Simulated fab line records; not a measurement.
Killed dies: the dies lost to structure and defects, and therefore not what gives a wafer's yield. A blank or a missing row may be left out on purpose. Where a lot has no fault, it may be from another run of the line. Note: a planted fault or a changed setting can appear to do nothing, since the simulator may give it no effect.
Matching of chambers || flow n5_finfet || N5_BEOL_M1_ETCHBACK_99 on rie_diel-03 has 4 sister chambers
The step etches SiO2 in CHF3, target depth 5 nm, time 10.4 s. 14 wafers are shown with their chamber, then 7 later ones without.

== WAFERS, EACH WITH ITS CHAMBER ==
{"wafer": "L074.3", "chamber": 1, "throttle_valve_pct (%)": 17.48, "showerhead_plenum_p_Torr (Torr)": 2.20, "drypump_motor_current_A (A)": 5.8}
{"wafer": "L074.4", "chamber": 0, "throttle_valve_pct (%)": 16.58, "showerhead_plenum_p_Torr (Torr)": 2.15, "drypump_motor_current_A (A)": 6.2}
{"wafer": "L074.6", "chamber": 3, "throttle_valve_pct (%)": 16.95, "showerhead_plenum_p_Torr (Torr)": 2.31, "drypump_motor_current_A (A)": 5.2}
{"wafer": "L080.2", "chamber": 1, "throttle_valve_pct (%)": 17.50, "showerhead_plenum_p_Torr (Torr)": 2.20, "drypump_motor_current_A (A)": 5.7}
{"wafer": "L080.3", "chamber": 2, "throttle_valve_pct (%)": 16.73, "showerhead_plenum_p_Torr (Torr)": 2.25, "drypump_motor_current_A (A)": 6.2}
{"wafer": "L080.5", "chamber": 3, "throttle_valve_pct (%)": 16.98, "showerhead_plenum_p_Torr (Torr)": 2.30, "drypump_motor_current_A (A)": 5.1}
{"wafer": "L085.1", "chamber": 0, "throttle_valve_pct (%)": 16.63, "showerhead_plenum_p_Torr (Torr)": 2.14, "drypump_motor_current_A (A)": 6.2}
{"wafer": "L085.2", "chamber": 2, "throttle_valve_pct (%)": 16.72, "showerhead_plenum_p_Torr (Torr)": 2.25, "drypump_motor_current_A (A)": 6.2}
{"wafer": "L085.3", "chamber": 1, "throttle_valve_pct (%)": 17.50, "showerhead_plenum_p_Torr (Torr)": 2.20, "drypump_motor_current_A (A)": 5.8}
{"wafer": "L090.2", "chamber": 1, "throttle_valve_pct (%)": 17.51, "showerhead_plenum_p_Torr (Torr)": 2.19, "drypump_motor_current_A (A)": 5.8}
{"wafer": "L090.4", "chamber": 0, "throttle_valve_pct (%)": 16.63, "showerhead_plenum_p_Torr (Torr)": 2.14, "drypump_motor_current_A (A)": 6.1}
{"wafer": "L090.5", "chamber": 3, "throttle_valve_pct (%)": 16.99, "showerhead_plenum_p_Torr (Torr)": 2.30, "drypump_motor_current_A (A)": 5.1}
{"wafer": "L092.1", "chamber": 1, "throttle_valve_pct (%)": 17.51, "showerhead_plenum_p_Torr (Torr)": 2.19, "drypump_motor_current_A (A)": 5.7}
{"wafer": "L092.4", "chamber": 2, "throttle_valve_pct (%)": 16.74, "showerhead_plenum_p_Torr (Torr)": 2.24, "drypump_motor_current_A (A)": 6.2}

SIGNATURES (averages over the wafers above)
{"reading": "throttle_valve_pct", "chamber 0": 16.6133, "chamber 1": 17.5000, "chamber 2": 16.7300, "chamber 3": 16.9733, "scatter within a chamber": 0.0183}
{"reading": "showerhead_plenum_p_Torr", "chamber 0": 2.1433, "chamber 1": 2.1960, "chamber 2": 2.2467, "chamber 3": 2.3033, "scatter within a chamber": 0.00566}
{"reading": "drypump_motor_current_A", "chamber 0": 6.167, "chamber 1": 5.760, "chamber 2": 6.200, "chamber 3": 5.133, "scatter within a chamber": 0.0503}
Rule: a wafer lies at a distance from a chamber equal to the root of the sum of squares, over the readings, of (its reading less the chamber's mean, divided by the reading's scatter). If the next closest chamber is less than 2 further off than the closest, the wafer can't be placed; otherwise it belongs to the closest. The scatter: the root of (the sum of the squares of (reading less its chamber's mean) over the shown wafers, divided by (wafers less chambers)).

== WAFERS WITHOUT THEIR CHAMBER ==
{"wafer": "L092.6", "throttle_valve_pct (%)": 17.00, "showerhead_plenum_p_Torr (Torr)": 2.30, "drypump_motor_current_A (A)": 5.2}
{"wafer": "L093.1", "throttle_valve_pct (%)": 17.01, "showerhead_plenum_p_Torr (Torr)": 2.30, "drypump_motor_current_A (A)": 5.2}
{"wafer": "L093.5", "throttle_valve_pct (%)": 16.99, "showerhead_plenum_p_Torr (Torr)": 2.30, "drypump_motor_current_A (A)": 5.2}
{"wafer": "L093.6", "throttle_valve_pct (%)": 16.65, "showerhead_plenum_p_Torr (Torr)": 2.14, "drypump_motor_current_A (A)": 6.1}
{"wafer": "L095.2", "throttle_valve_pct (%)": 16.67, "showerhead_plenum_p_Torr (Torr)": 2.13, "drypump_motor_current_A (A)": 6.2}
{"wafer": "L095.3", "throttle_valve_pct (%)": 17.53, "showerhead_plenum_p_Torr (Torr)": 2.19, "drypump_motor_current_A (A)": 5.7}
{"wafer": "L095.5", "throttle_valve_pct (%)": 16.65, "showerhead_plenum_p_Torr (Torr)": 2.13, "drypump_motor_current_A (A)": 6.2}

== CHAMBER TAKEN BY EACH ==
{"wafer": "L092.6", "from the rows above": 3, "in truth": 3}
{"wafer": "L093.1", "from the rows above": 3, "in truth": 3}
{"wafer": "L093.5", "from the rows above": 3, "in truth": 3}
{"wafer": "L093.6", "from the rows above": 0, "in truth": 0}
{"wafer": "L095.2", "from the rows above": 0, "in truth": 0}
{"wafer": "L095.3", "from the rows above": 1, "in truth": 1}
{"wafer": "L095.5", "from the rows above": 0, "in truth": 0}
Correct placement for 7 of the 7. Left unplaced by these rows: 0. Wrongly placed: 0.
